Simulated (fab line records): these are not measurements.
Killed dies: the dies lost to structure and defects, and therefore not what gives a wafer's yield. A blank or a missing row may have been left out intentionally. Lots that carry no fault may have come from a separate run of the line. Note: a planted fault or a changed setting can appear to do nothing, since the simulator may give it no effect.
fab line records :: flow n5_finfet :: part 2 of 2: steps 20 to 26 of 26
record
  lots=5
  wafers=15
  last_day=17
route steps=1938 shown BEOL_M3@954
lots untouched by any fault: they come from a run of this same line in which no faults occurred
start_h: start of the lot's first displayed wafer, in hours after the record's first day :: wait_h: hours elapsed since this lot's preceding step :: " same as the row above :: L1.1+2: a row that stands for several wafers :: - either no value or no given start :: * or withheld: withheld :: < > ~ a bound
route shown NAME@n: a module of which the file shows steps, and the number in the route of the first :: usual: mean/standard deviation of fault-free wafers :: same: alike in all rows :: chamber/n: place in a boat :: sites: each site's reading :: _std_site: standard deviation of those values :: _edge_site: the outer-site mean with the inner-site mean subtracted :: radius_mm: how far each site lies from the wafer's centre :: mask NAME#n: copy n :: behind: tool/chamber where the wafer was last shaped :: hold: what put the lot on hold/how long, in hours/how the hold closed :: device: which transistor (n, p or np) failed to switch :: end of line: tests run on the same wafers once the route is complete :: where a step has no rows: the recipe by itself :: killed: dies that structure and defects cost at the first sort, which is not the same as the wafer's yield :: map: shows each die of a wafer: x if killed, . if not, _ if none is there
set.NAME: the run value of the setting; set.NAME@STEP: its run value at that earlier step :: model.NAME: the simulator's own value behind a step, which no gauge read
certain route steps with their lots: each step a table, each wafer a row
services: when a tool's chamber went out of use (start_h, in hours from the record's first day, below 0 if earlier), for how many hours, and the reason
## steps
# step N5_BEOL_M3_ETCHBACK_99
# recipe
  chemistry=CHF3
  target=SiO2
  target_depth_a=50
  time_s=10.4
  source_w=215
  bias_w=47
  Ar_flow_sccm=200
  CHF3_flow_sccm=12
  ion_energy_ev=100
  pressure_mtorr=30
# usual
  drypump_motor_current_A=5.9/0.37
  oes_product_au=0.79/0.097
  rf_vpp_V=242/4.2
  showerhead_plenum_p_Torr=2.19/0.058
  throttle_valve_pct=17.13/0.2
lot.wafer: L075.2
tool: rie_diel-01
chamber: 3
start_h: 181.19
wait_h: 2.5
drypump_motor_current_A: 5.8
oes_product_au: 0.86
rf_hours_counter_h: 55
rf_vpp_V: 243
showerhead_plenum_p_Torr: 2.19
throttle_valve_pct: 17.11

lot.wafer: L075.3
tool: rie_diel-01
chamber: 0
start_h: 181.19
wait_h: 2.5
drypump_motor_current_A: 6.3
oes_product_au: 0.86
rf_hours_counter_h: 51
rf_vpp_V: 248
showerhead_plenum_p_Torr: 2.19
throttle_valve_pct: 17.30

lot.wafer: L075.5
tool: rie_diel-01
chamber: 0
start_h: 181.19
wait_h: 2.5
drypump_motor_current_A: 6.3
oes_product_au: 0.86
rf_hours_counter_h: -
rf_vpp_V: 248
showerhead_plenum_p_Torr: 2.19
throttle_valve_pct: 17.28

lot.wafer: L082.2
tool: rie_diel-05
chamber: 0
start_h: 220.97
wait_h: 19.5
drypump_motor_current_A: 6.1
oes_product_au: 0.68
rf_hours_counter_h: 225
rf_vpp_V: 242
showerhead_plenum_p_Torr: 2.22
throttle_valve_pct: 17.25

lot.wafer: L082.4
tool: rie_diel-05
chamber: 1
start_h: 220.97
wait_h: 19.5
drypump_motor_current_A: 6.0
oes_product_au: 0.75
rf_hours_counter_h: 145
rf_vpp_V: 249
showerhead_plenum_p_Torr: 2.14
throttle_valve_pct: 17.07

lot.wafer: L082.5
tool: rie_diel-05
chamber: 3
start_h: 220.97
wait_h: 19.5
drypump_motor_current_A: 5.7
oes_product_au: 0.68
rf_hours_counter_h: -
rf_vpp_V: 242
showerhead_plenum_p_Torr: 2.20
throttle_valve_pct: 17.34

lot.wafer: L084.1
tool: rie_diel-01
chamber: 1
start_h: 230.70
wait_h: 0.9
drypump_motor_current_A: 5.8
oes_product_au: 0.95
rf_hours_counter_h: 3
rf_vpp_V: 232
showerhead_plenum_p_Torr: 2.22
throttle_valve_pct: 17.06

lot.wafer: L084.2
tool: rie_diel-01
chamber: 2
start_h: 230.70
wait_h: 0.9
drypump_motor_current_A: 5.9
oes_product_au: 0.97
rf_hours_counter_h: 16
rf_vpp_V: 241
showerhead_plenum_p_Torr: 2.27
throttle_valve_pct: 16.84

lot.wafer: L084.5
tool: rie_diel-01
chamber: 1
start_h: 230.70
wait_h: 0.9
drypump_motor_current_A: 5.8
oes_product_au: 0.94
rf_hours_counter_h: -
rf_vpp_V: 232
showerhead_plenum_p_Torr: 2.22
throttle_valve_pct: 17.07

lot.wafer: L087.2
tool: rie_diel-02
chamber: 2
start_h: 247.73
wait_h: 6.0
drypump_motor_current_A: 6.1
oes_product_au: 0.66
rf_hours_counter_h: 232
rf_vpp_V: 242
showerhead_plenum_p_Torr: 2.11
throttle_valve_pct: 17.00

lot.wafer: L087.3
tool: rie_diel-02
chamber: 0
start_h: 247.73
wait_h: 6.0
drypump_motor_current_A: 5.5
oes_product_au: 0.73
rf_hours_counter_h: 185
rf_vpp_V: 243
showerhead_plenum_p_Torr: 2.21
throttle_valve_pct: 17.48

lot.wafer: L087.6
tool: rie_diel-02
chamber: 0
start_h: 247.73
wait_h: 6.0
drypump_motor_current_A: 5.5
oes_product_au: 0.72
rf_hours_counter_h: -
rf_vpp_V: 242
showerhead_plenum_p_Torr: 2.21
throttle_valve_pct: 17.47

lot.wafer: L088.1
tool: rie_diel-02
chamber: 0
start_h: 263.13
wait_h: 4.6
drypump_motor_current_A: 5.5
oes_product_au: 0.72
rf_hours_counter_h: 188
rf_vpp_V: 242
showerhead_plenum_p_Torr: 2.21
throttle_valve_pct: 17.47

lot.wafer: L088.2
tool: rie_diel-02
chamber: 1
start_h: 263.13
wait_h: 4.6
drypump_motor_current_A: 5.7
oes_product_au: 0.89
rf_hours_counter_h: 29
rf_vpp_V: 244
showerhead_plenum_p_Torr: 2.21
throttle_valve_pct: 16.91

lot.wafer: L088.4
tool: rie_diel-02
chamber: 2
start_h: 263.13
wait_h: 4.6
drypump_motor_current_A: 6.2
oes_product_au: 0.67
rf_hours_counter_h: 237
rf_vpp_V: 242
showerhead_plenum_p_Torr: 2.11
throttle_valve_pct: 17.02
# step N5_BEOL_M3_ETCH_70
# recipe
  chemistry=N2/H2
  target=SOC
  target_depth_a=800
  overetch_a=160
  mask_material=SiARC
  temp_c=40
  time_s=120
  ion_energy_ev=200
  pressure_mtorr=30
  source_w=840
  bias_w=150
  n2_flow_sccm=200
  h2_flow_sccm=200
# usual
  drypump_motor_current_A=5.9/0.37
  oes_product_au=0.61/0.069
  rf_vpp_V=525.1/2.2
  showerhead_plenum_p_Torr=2.58/0.076
  throttle_valve_pct=17.86/0.24
lot.wafer: L075.2
tool: rie_diel-01
chamber: 3
start_h: 181.23
wait_h: 0.0
drypump_motor_current_A: 5.9
oes_product_au: 0.66
rf_hours_counter_h: 55
rf_vpp_V: 525.2
showerhead_plenum_p_Torr: 2.57
throttle_valve_pct: 17.72

lot.wafer: L075.3
tool: rie_diel-01
chamber: 0
start_h: 181.23
wait_h: 0.0
drypump_motor_current_A: 6.3
oes_product_au: 0.66
rf_hours_counter_h: 51
rf_vpp_V: 526.5
showerhead_plenum_p_Torr: 2.60
throttle_valve_pct: 18.07

lot.wafer: L075.5
tool: rie_diel-01
chamber: 0
start_h: 181.23
wait_h: 0.0
drypump_motor_current_A: 6.3
oes_product_au: 0.66
rf_hours_counter_h: -
rf_vpp_V: 525.2
showerhead_plenum_p_Torr: 2.60
throttle_valve_pct: 18.07

lot.wafer: L082.2
tool: rie_diel-05
chamber: 0
start_h: 221.01
wait_h: 0.0
drypump_motor_current_A: 6.1
oes_product_au: 0.54
rf_hours_counter_h: 225
rf_vpp_V: 527.2
showerhead_plenum_p_Torr: 2.61
throttle_valve_pct: 18.04

lot.wafer: L082.4
tool: rie_diel-05
chamber: 1
start_h: 221.01
wait_h: 0.0
drypump_motor_current_A: 6.0
oes_product_au: 0.58
rf_hours_counter_h: 145
rf_vpp_V: 523.8
showerhead_plenum_p_Torr: 2.53
throttle_valve_pct: 17.72

lot.wafer: L082.5
tool: rie_diel-05
chamber: 3
start_h: 221.01
wait_h: 0.0
drypump_motor_current_A: 5.7
oes_product_au: 0.53
rf_hours_counter_h: -
rf_vpp_V: 526.4
showerhead_plenum_p_Torr: 2.59
throttle_valve_pct: 18.01

lot.wafer: L084.1
tool: rie_diel-01
chamber: 1
start_h: 230.74
wait_h: 0.0
drypump_motor_current_A: 5.8
oes_product_au: 0.72
rf_hours_counter_h: 3
rf_vpp_V: 526.3
showerhead_plenum_p_Torr: 2.62
throttle_valve_pct: 17.83

lot.wafer: L084.2
tool: rie_diel-01
chamber: 2
start_h: 230.74
wait_h: 0.0
drypump_motor_current_A: 5.9
oes_product_au: 0.72
rf_hours_counter_h: 16
rf_vpp_V: 527.1
showerhead_plenum_p_Torr: 2.69
throttle_valve_pct: 17.47

lot.wafer: L084.5
tool: rie_diel-01
chamber: 1
start_h: 230.74
wait_h: 0.0
drypump_motor_current_A: 5.8
oes_product_au: 0.73
rf_hours_counter_h: -
rf_vpp_V: 526.8
showerhead_plenum_p_Torr: 2.62
throttle_valve_pct: 17.81

lot.wafer: L087.2
tool: rie_diel-02
chamber: 2
start_h: 247.76
wait_h: 0.0
drypump_motor_current_A: 6.2
oes_product_au: 0.52
rf_hours_counter_h: 232
rf_vpp_V: 522.9
showerhead_plenum_p_Torr: 2.52
throttle_valve_pct: 17.82

lot.wafer: L087.3
tool: rie_diel-02
chamber: 0
start_h: 247.76
wait_h: 0.0
drypump_motor_current_A: 5.5
oes_product_au: 0.57
rf_hours_counter_h: 185
rf_vpp_V: 525.9
showerhead_plenum_p_Torr: 2.63
throttle_valve_pct: 18.23

lot.wafer: L087.6
tool: rie_diel-02
chamber: 0
start_h: 247.76
wait_h: 0.0
drypump_motor_current_A: 5.5
oes_product_au: 0.57
rf_hours_counter_h: -
rf_vpp_V: 527.7
showerhead_plenum_p_Torr: 2.63
throttle_valve_pct: 18.24

lot.wafer: L088.1
tool: rie_diel-02
chamber: 0
start_h: 263.17
wait_h: 0.0
drypump_motor_current_A: 5.5
oes_product_au: 0.56
rf_hours_counter_h: 189
rf_vpp_V: 527.0
showerhead_plenum_p_Torr: 2.63
throttle_valve_pct: 18.28

lot.wafer: L088.2
tool: rie_diel-02
chamber: 1
start_h: 263.17
wait_h: 0.0
drypump_motor_current_A: 5.7
oes_product_au: 0.68
rf_hours_counter_h: 29
rf_vpp_V: 525.1
showerhead_plenum_p_Torr: 2.59
throttle_valve_pct: 17.59

lot.wafer: L088.4
tool: rie_diel-02
chamber: 2
start_h: 263.17
wait_h: 0.0
drypump_motor_current_A: 6.2
oes_product_au: 0.51
rf_hours_counter_h: 237
rf_vpp_V: 522.9
showerhead_plenum_p_Torr: 2.52
throttle_valve_pct: 17.86
# step N5_BEOL_M3_STRIP_71
# recipe
  chemistry=N2/H2
  temp_c=40
  n2_flow_sccm=200
  h2_flow_sccm=200
  rf_frequency_hz=6e+07
lot.wafer: L075.2+3+5
tool: rie_diel-01
chamber: 3,0,0
start_h: 181.31
wait_h: 0.0

lot.wafer: L082.2+4+5
tool: rie_diel-05
chamber: 0,1,3
start_h: 221.09
wait_h: 0.0

lot.wafer: L084.1+2+5
tool: rie_diel-01
chamber: 1,2,1
start_h: 230.82
wait_h: 0.0

lot.wafer: L087.2+3+6
tool: rie_diel-02
chamber: 2,0,0
start_h: 247.84
wait_h: 0.0

lot.wafer: L088.1+2+4
tool: rie_diel-02
chamber: 0,1,2
start_h: 263.25
wait_h: 0.0
# step N5_BEOL_M3_STRIP_78
# recipe
  chemistry=N2/H2
  temp_c=40
  n2_flow_sccm=200
  h2_flow_sccm=200
  rf_frequency_hz=6e+07
lot.wafer: L075.2+3+5
tool: rie_diel-01
chamber: 3,0,0
start_h: 181.32
wait_h: 0.0

lot.wafer: L082.2+4+5
tool: rie_diel-05
chamber: 0,1,3
start_h: 221.10
wait_h: 0.0

lot.wafer: L084.1+2+5
tool: rie_diel-01
chamber: 1,2,1
start_h: 230.83
wait_h: 0.0

lot.wafer: L087.2+3+6
tool: rie_diel-02
chamber: 2,0,0
start_h: 247.85
wait_h: 0.0

lot.wafer: L088.1+2+4
tool: rie_diel-02
chamber: 0,1,2
start_h: 263.26
wait_h: 0.0
# step N5_BEOL_M3_VIA_ETCH_34
# recipe
  chemistry=C4F6/O2
  target_depth_a=694
  mask_material=SOC
  pressure_mtorr=15
  ion_energy_ev=250
  taper_deg=4
  time_s=65.9
  source_w=350
  bias_w=170
  Ar_flow_sccm=300
  C4F6_flow_sccm=10
  O2_flow_sccm=10
# usual
  drypump_motor_current_A=5.9/0.37
  oes_product_au=0.79/0.096
  rf_vpp_V=670/12
  showerhead_plenum_p_Torr=2.89/0.074
  throttle_valve_pct=30.82/0.23
lot.wafer: L075.2
tool: rie_diel-01
chamber: 3
start_h: 181.33
wait_h: 0.0
drypump_motor_current_A: 5.8
oes_product_au: 0.86
rf_hours_counter_h: 55
rf_vpp_V: 673
showerhead_plenum_p_Torr: 2.89
throttle_valve_pct: 30.78

lot.wafer: L075.3
tool: rie_diel-01
chamber: 0
start_h: 181.33
wait_h: 0.0
drypump_motor_current_A: 6.3
oes_product_au: 0.85
rf_hours_counter_h: 52
rf_vpp_V: 685
showerhead_plenum_p_Torr: 2.89
throttle_valve_pct: 31.03

lot.wafer: L075.5
tool: rie_diel-01
chamber: 0
start_h: 181.33
wait_h: 0.0
drypump_motor_current_A: 6.4
oes_product_au: 0.85
rf_hours_counter_h: -
rf_vpp_V: 686
showerhead_plenum_p_Torr: 2.89
throttle_valve_pct: 31.03

lot.wafer: L082.2
tool: rie_diel-05
chamber: 0
start_h: 221.11
wait_h: 0.0
drypump_motor_current_A: 6.1
oes_product_au: 0.68
rf_hours_counter_h: 225
rf_vpp_V: 668
showerhead_plenum_p_Torr: 2.93
throttle_valve_pct: 30.81

lot.wafer: L082.4
tool: rie_diel-05
chamber: 1
start_h: 221.11
wait_h: 0.0
drypump_motor_current_A: 6.1
oes_product_au: 0.75
rf_hours_counter_h: 145
rf_vpp_V: 684
showerhead_plenum_p_Torr: 2.83
throttle_valve_pct: 30.61

lot.wafer: L082.5
tool: rie_diel-05
chamber: 3
start_h: 221.11
wait_h: 0.0
drypump_motor_current_A: 5.8
oes_product_au: 0.68
rf_hours_counter_h: -
rf_vpp_V: 675
showerhead_plenum_p_Torr: 2.90
throttle_valve_pct: 30.85

lot.wafer: L084.1
tool: rie_diel-01
chamber: 1
start_h: 230.84
wait_h: 0.0
drypump_motor_current_A: 5.8
oes_product_au: 0.95
rf_hours_counter_h: 3
rf_vpp_V: 638
showerhead_plenum_p_Torr: 2.93
throttle_valve_pct: 30.92

lot.wafer: L084.2
tool: rie_diel-01
chamber: 2
start_h: 230.84
wait_h: 0.0
drypump_motor_current_A: 5.8
oes_product_au: 0.97
rf_hours_counter_h: 16
rf_vpp_V: 670
showerhead_plenum_p_Torr: 3.00
throttle_valve_pct: 30.44

lot.wafer: L084.5
tool: rie_diel-01
chamber: 1
start_h: 230.84
wait_h: 0.0
drypump_motor_current_A: 5.8
oes_product_au: 0.95
rf_hours_counter_h: -
rf_vpp_V: 640
showerhead_plenum_p_Torr: 2.93
throttle_valve_pct: 30.93

lot.wafer: L087.2
tool: rie_diel-02
chamber: 2
start_h: 247.86
wait_h: 0.0
drypump_motor_current_A: 6.2
oes_product_au: 0.66
rf_hours_counter_h: 232
rf_vpp_V: 669
showerhead_plenum_p_Torr: 2.79
throttle_valve_pct: 30.53

lot.wafer: L087.3
tool: rie_diel-02
chamber: 0
start_h: 247.86
wait_h: 0.0
drypump_motor_current_A: 5.5
oes_product_au: 0.73
rf_hours_counter_h: 185
rf_vpp_V: 671
showerhead_plenum_p_Torr: 2.92
throttle_valve_pct: 31.20

lot.wafer: L087.6
tool: rie_diel-02
chamber: 0
start_h: 247.86
wait_h: 0.0
drypump_motor_current_A: 5.5
oes_product_au: 0.73
rf_hours_counter_h: -
rf_vpp_V: 670
showerhead_plenum_p_Torr: 2.92
throttle_valve_pct: 31.18

lot.wafer: L088.1
tool: rie_diel-02
chamber: 0
start_h: 263.27
wait_h: 0.0
drypump_motor_current_A: 5.5
oes_product_au: 0.72
rf_hours_counter_h: 189
rf_vpp_V: 672
showerhead_plenum_p_Torr: 2.92
throttle_valve_pct: 31.18

lot.wafer: L088.2
tool: rie_diel-02
chamber: 1
start_h: 263.27
wait_h: 0.0
drypump_motor_current_A: 5.7
oes_product_au: 0.89
rf_hours_counter_h: 29
rf_vpp_V: 674
showerhead_plenum_p_Torr: 2.92
throttle_valve_pct: 30.93

lot.wafer: L088.4
tool: rie_diel-02
chamber: 2
start_h: 263.27
wait_h: 0.0
drypump_motor_current_A: 6.2
oes_product_au: 0.67
rf_hours_counter_h: 237
rf_vpp_V: 668
showerhead_plenum_p_Torr: 2.79
throttle_valve_pct: 30.54
# step N5_BEOL_M3_STRIP_83
# recipe
  chemistry=C4F6/O2
  resist=SiARC
  rf_frequency_hz=6e+07
lot.wafer: L075.2+3+5
tool: rie_diel-01
chamber: 3,0,0
start_h: 181.38
wait_h: 0.0

lot.wafer: L082.2+4+5
tool: rie_diel-05
chamber: 0,1,3
start_h: 221.16
wait_h: 0.0

lot.wafer: L084.1+2+5
tool: rie_diel-01
chamber: 1,2,1
start_h: 230.89
wait_h: 0.0

lot.wafer: L087.2+3+6
tool: rie_diel-02
chamber: 2,0,0
start_h: 247.91
wait_h: 0.0

lot.wafer: L088.1+2+4
tool: rie_diel-02
chamber: 0,1,2
start_h: 263.32
wait_h: 0.0
# step N5_BEOL_M3_STRIP_36
# recipe
  chemistry=N2/H2
  power_w=450
  temp_c=40
  pressure_mtorr=20
  rf_frequency_hz=6e+07
  overash_fraction=0.3
  bias_power_w=7
  h2_frac=0.5
  n2_flow_sccm=200
  h2_flow_sccm=200
# usual
  bias_power_w=7.001/0.018
  drypump_motor_current_A=5.9/0.37
  oes_product_au=0.79/0.096
  rf_vpp_V=59.2/1.6
  showerhead_plenum_p_Torr=2.58/0.076
  throttle_valve_pct=23.67/0.27
# same
  overash_fraction=0.3
lot.wafer: L075.2
tool: rie_diel-01
chamber: 3
start_h: 181.39
wait_h: 0.0
bias_power_w: 7.000
drypump_motor_current_A: 5.8
oes_product_au: 0.86
rf_hours_counter_h: 55
rf_vpp_V: 61.7
showerhead_plenum_p_Torr: 2.57
throttle_valve_pct: 23.44

lot.wafer: L075.3
tool: rie_diel-01
chamber: 0
start_h: 181.39
wait_h: 0.0
bias_power_w: 6.982
drypump_motor_current_A: 6.3
oes_product_au: 0.86
rf_hours_counter_h: 52
rf_vpp_V: 59.5
showerhead_plenum_p_Torr: 2.60
throttle_valve_pct: 23.96

lot.wafer: L075.5
tool: rie_diel-01
chamber: 0
start_h: 181.39
wait_h: 0.0
bias_power_w: 7.012
drypump_motor_current_A: 6.3
oes_product_au: 0.86
rf_hours_counter_h: -
rf_vpp_V: 58.0
showerhead_plenum_p_Torr: 2.60
throttle_valve_pct: 23.93

lot.wafer: L082.2
tool: rie_diel-05
chamber: 0
start_h: 221.17
wait_h: 0.0
bias_power_w: 6.989
drypump_motor_current_A: 6.1
oes_product_au: 0.68
rf_hours_counter_h: 225
rf_vpp_V: 59.7
showerhead_plenum_p_Torr: 2.61
throttle_valve_pct: 23.88

lot.wafer: L082.4
tool: rie_diel-05
chamber: 1
start_h: 221.17
wait_h: 0.0
bias_power_w: 7.013
drypump_motor_current_A: 6.0
oes_product_au: 0.74
rf_hours_counter_h: 146
rf_vpp_V: 59.0
showerhead_plenum_p_Torr: 2.53
throttle_valve_pct: 23.48

lot.wafer: L082.5
tool: rie_diel-05
chamber: 3
start_h: 221.17
wait_h: 0.0
bias_power_w: 7.019
drypump_motor_current_A: 5.7
oes_product_au: 0.67
rf_hours_counter_h: -
rf_vpp_V: 60.6
showerhead_plenum_p_Torr: 2.59
throttle_valve_pct: 23.69

lot.wafer: L084.1
tool: rie_diel-01
chamber: 1
start_h: 230.90
wait_h: 0.0
bias_power_w: 7.008
drypump_motor_current_A: 5.8
oes_product_au: 0.94
rf_hours_counter_h: 3
rf_vpp_V: 60.4
showerhead_plenum_p_Torr: 2.61
throttle_valve_pct: 23.71

lot.wafer: L084.2
tool: rie_diel-01
chamber: 2
start_h: 230.90
wait_h: 0.0
bias_power_w: 7.005
drypump_motor_current_A: 5.9
oes_product_au: 0.97
rf_hours_counter_h: 16
rf_vpp_V: 58.6
showerhead_plenum_p_Torr: 2.68
throttle_valve_pct: 23.17

lot.wafer: L084.5
tool: rie_diel-01
chamber: 1
start_h: 230.90
wait_h: 0.0
bias_power_w: 6.993
drypump_motor_current_A: 5.8
oes_product_au: 0.95
rf_hours_counter_h: -
rf_vpp_V: 61.7
showerhead_plenum_p_Torr: 2.62
throttle_valve_pct: 23.72

lot.wafer: L087.2
tool: rie_diel-02
chamber: 2
start_h: 247.92
wait_h: 0.0
bias_power_w: 7.005
drypump_motor_current_A: 6.2
oes_product_au: 0.67
rf_hours_counter_h: 232
rf_vpp_V: 59.2
showerhead_plenum_p_Torr: 2.52
throttle_valve_pct: 23.65

lot.wafer: L087.3
tool: rie_diel-02
chamber: 0
start_h: 247.92
wait_h: 0.0
bias_power_w: 7.008
drypump_motor_current_A: 5.5
oes_product_au: 0.73
rf_hours_counter_h: 185
rf_vpp_V: 62.2
showerhead_plenum_p_Torr: 2.63
throttle_valve_pct: 24.08

lot.wafer: L087.6
tool: rie_diel-02
chamber: 0
start_h: 247.92
wait_h: 0.0
bias_power_w: 7.023
drypump_motor_current_A: 5.5
oes_product_au: 0.74
rf_hours_counter_h: -
rf_vpp_V: 59.3
showerhead_plenum_p_Torr: 2.63
throttle_valve_pct: 24.09

lot.wafer: L088.1
tool: rie_diel-02
chamber: 0
start_h: 263.33
wait_h: 0.0
bias_power_w: 6.993
drypump_motor_current_A: 5.5
oes_product_au: 0.74
rf_hours_counter_h: 189
rf_vpp_V: 58.2
showerhead_plenum_p_Torr: 2.63
throttle_valve_pct: 24.06

lot.wafer: L088.2
tool: rie_diel-02
chamber: 1
start_h: 263.33
wait_h: 0.0
bias_power_w: 7.008
drypump_motor_current_A: 5.7
oes_product_au: 0.90
rf_hours_counter_h: 29
rf_vpp_V: 57.9
showerhead_plenum_p_Torr: 2.59
throttle_valve_pct: 23.50

lot.wafer: L088.4
tool: rie_diel-02
chamber: 2
start_h: 263.33
wait_h: 0.0
bias_power_w: 7.009
drypump_motor_current_A: 6.2
oes_product_au: 0.67
rf_hours_counter_h: 237
rf_vpp_V: 58.2
showerhead_plenum_p_Torr: 2.51
throttle_valve_pct: 23.61
## services
tool: euv_scanner-02
chamber: -
start_h: 161.81
hours: 1.0
kind: pm

tool: rie_diel-01
chamber: 2
start_h: 168.39
hours: -
kind: clean

tool: rie_diel-01
chamber: 2
start_h: 168.39
hours: -
kind: consumable_replace:focus_ring

tool: rie_diel-01
chamber: 2
start_h: 168.39
hours: -
kind: consumable_replace:showerhead

tool: ald_sin-04
chamber: -
start_h: 176.75
hours: 14.0
kind: pm

tool: rie_diel-02
chamber: 2
start_h: 177.07
hours: 8.7
kind: repair

tool: rie_metal-02
chamber: -
start_h: 181.30
hours: 1.0
kind: repair

tool: ald_sin-04
chamber: 1
start_h: 194.15
hours: 6.7
kind: repair

tool: ald_sin-03
chamber: -
start_h: 194.21
hours: 6.0
kind: pm

tool: euv_scanner-01
chamber: -
start_h: 200.45
hours: 1.0
kind: pm

tool: euv_scanner-02
chamber: -
start_h: 203.30
hours: 3.1
kind: repair

tool: rie_diel-02
chamber: 1
start_h: 203.82
hours: 16.6
kind: repair

tool: rie_diel-01
chamber: 3
start_h: 205.00
hours: 4.9
kind: repair

tool: rie_metal-03
chamber: 0
start_h: 205.63
hours: 1.3
kind: repair

tool: euv_scanner-02
chamber: -
start_h: 217.96
hours: 1.0
kind: pm

tool: ald_sin-03
chamber: 2
start_h: 223.34
hours: 3.2
kind: repair

tool: rie_diel-05
chamber: 0
start_h: 227.75
hours: 9.5
kind: repair

tool: rie_metal-01
chamber: -
start_h: 230.37
hours: 28.1
kind: pm

tool: euv_scanner-02
chamber: -
start_h: 231.02
hours: 0.7
kind: repair

tool: euv_scanner-01
chamber: -
start_h: 245.13
hours: 0.6
kind: repair

tool: ald_sin-04
chamber: 1
start_h: 248.57
hours: 39.7
kind: repair

tool: ald_sin-01
chamber: -
start_h: 250.23
hours: 0.8
kind: repair

tool: rie_diel-01
chamber: 3
start_h: 252.29
hours: 4.1
kind: repair

tool: euv_scanner-01
chamber: -
start_h: 256.58
hours: 1.0
kind: pm
